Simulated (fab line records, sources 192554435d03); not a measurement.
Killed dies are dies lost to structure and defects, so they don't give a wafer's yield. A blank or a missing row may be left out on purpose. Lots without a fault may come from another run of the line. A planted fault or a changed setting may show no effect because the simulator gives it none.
Split-lot experiment | flow n5_finfet | 7 lots, 21 wafers read, on a route of 1938 steps

THE SPLIT
At N5_SD_EPI_N_EXPOSE_06 (exposes mask SD N BLK, target cd 120 nm), the setting dose_mj was moved away from the recipe's 39.75 on 7 of the 21 wafers read, by -4.5% to +6.4%. The other wafers ran this setting at the recipe's value.

FROM THE SPLIT TO THE READING: what the file shows between them, 2 steps
- N5_SD_EPI_N_PEB_07: peb time 60 s
- N5_SD_EPI_N_DEVELOP_08: develop time 30 s

THE READING
cd_nm, in nm, at N5_SD_EPI_N_CD_MEAS_09 (target cd 120 nm). Fault-free wafers of this fab line usually give 119.9 nm, standard deviation 0.81 nm.

wafer  | tool, chamber at the split | dose_mj as run | against the recipe | cd_nm, nm | against lot-mates on the recipe
L082.2 | arfi_scanner-03, 0         | 41.93          | +5.5%              | 123.9     | +3.6
L082.3 | arfi_scanner-03, 0         | 39.75          | recipe             | 120.7     | -
L082.5 | arfi_scanner-03, 0         | 39.75          | recipe             | 119.9     | -
L083.4 | arfi_scanner-03, 0         | 41.07          | +3.3%              | 120.3     | +0.7
L083.5 | arfi_scanner-03, 0         | 41.07          | +3.3%              | 121.6     | +2.0
L083.6 | arfi_scanner-03, 0         | 39.75          | recipe             | 119.6     | -
L084.2 | arfi_scanner-01, 0         | 39.75          | recipe             | 120.0     | -
L084.4 | arfi_scanner-01, 0         | 39.75          | recipe             | 119.9     | -
L084.5 | arfi_scanner-01, 0         | 39.75          | recipe             | 117.8     | -
L085.2 | arfi_scanner-03, 0         | 39.75          | recipe             | 121.2     | -
L085.3 | arfi_scanner-03, 0         | 37.97          | -4.5%              | 117.9     | -3.2
L085.5 | arfi_scanner-03, 0         | 39.75          | recipe             | 121.1     | -
L088.1 | arfi_scanner-02, 0         | 39.75          | recipe             | 119.2     | -
L088.2 | arfi_scanner-02, 0         | 39.75          | recipe             | 120.1     | -
L088.5 | arfi_scanner-02, 0         | 39.75          | recipe             | 119.4     | -
L093.1 | arfi_scanner-01, 0         | 41.55          | +4.5%              | 123.0     | +3.8
L093.3 | arfi_scanner-01, 0         | 39.75          | recipe             | 119.2     | -
L093.4 | arfi_scanner-01, 0         | 41.55          | +4.5%              | 123.2     | +4.0
L096.1 | arfi_scanner-01, 0         | 42.29          | +6.4%              | 123.7     | +4.7
L096.3 | arfi_scanner-01, 0         | 39.75          | recipe             | 118.3     | -
L096.4 | arfi_scanner-01, 0         | 39.75          | recipe             | 119.8     | -

THE FIT
A straight line over all 21 wafers: cd_nm changes by +0.607 nm for each +1% of dose_mj; r = +0.86; the points scatter about the line by 0.92 nm.
The same after taking each lot's own level away (the mean of its wafers on the recipe; 21 wafers): +0.709 nm for each +1%; r = +0.94; scatter 0.68 nm.
On that fit, the largest move of dose_mj shifts the reading by 4.5 nm.
The lots' own levels span 119.05 to 121.15 nm, that is 2.6 times the standard deviation above.
So the lot-to-lot level changes the slope: the two fits differ.
Check: with one of the wafers moved furthest among these (+6.4%) left out of the fit, the line predicts +4.43 nm for it against its lot-mates. It came out at +4.65 nm against them.

OTHER SPLITS ON THESE WAFERS
These wafers also went through other splits before the reading. Each is held against what the fit with the lots' levels taken away leaves over:
other split on the same wafers           | wafers away from the commonest value | r with cd_nm (lot level and that fit taken away)
N5_PMOS_HMC_CHANNEL_EPI_COAT_03 spin_rpm | 6                                    | -0.39
N5_PMOS_HMC_CHANNEL_EPI_DESCUM_14 time_s | 10                                   | +0.29

THE WHOLE CHAIN: every reading that the file lists as answering this split, in the file's order
step                   | what it does             | reading                                                         | change (the file's fit)               | r (the file's)
N5_SD_EPI_N_CD_MEAS_09 | target cd 120 nm         | cd_nm                                                           | +0.707 nm for each +1% of the setting | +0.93
N5_SD_EPI_N_DESCUM_14  | chemistry O2, time 7.9 s | SD_EPI_N.cd_nm (the simulator's own value, which no gauge read) | +0.71 nm for each +1% of the setting  | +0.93

THE FILE'S OWN FIT
cd_nm changes by +0.707 nm for each +1% of dose_mj, r = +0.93.
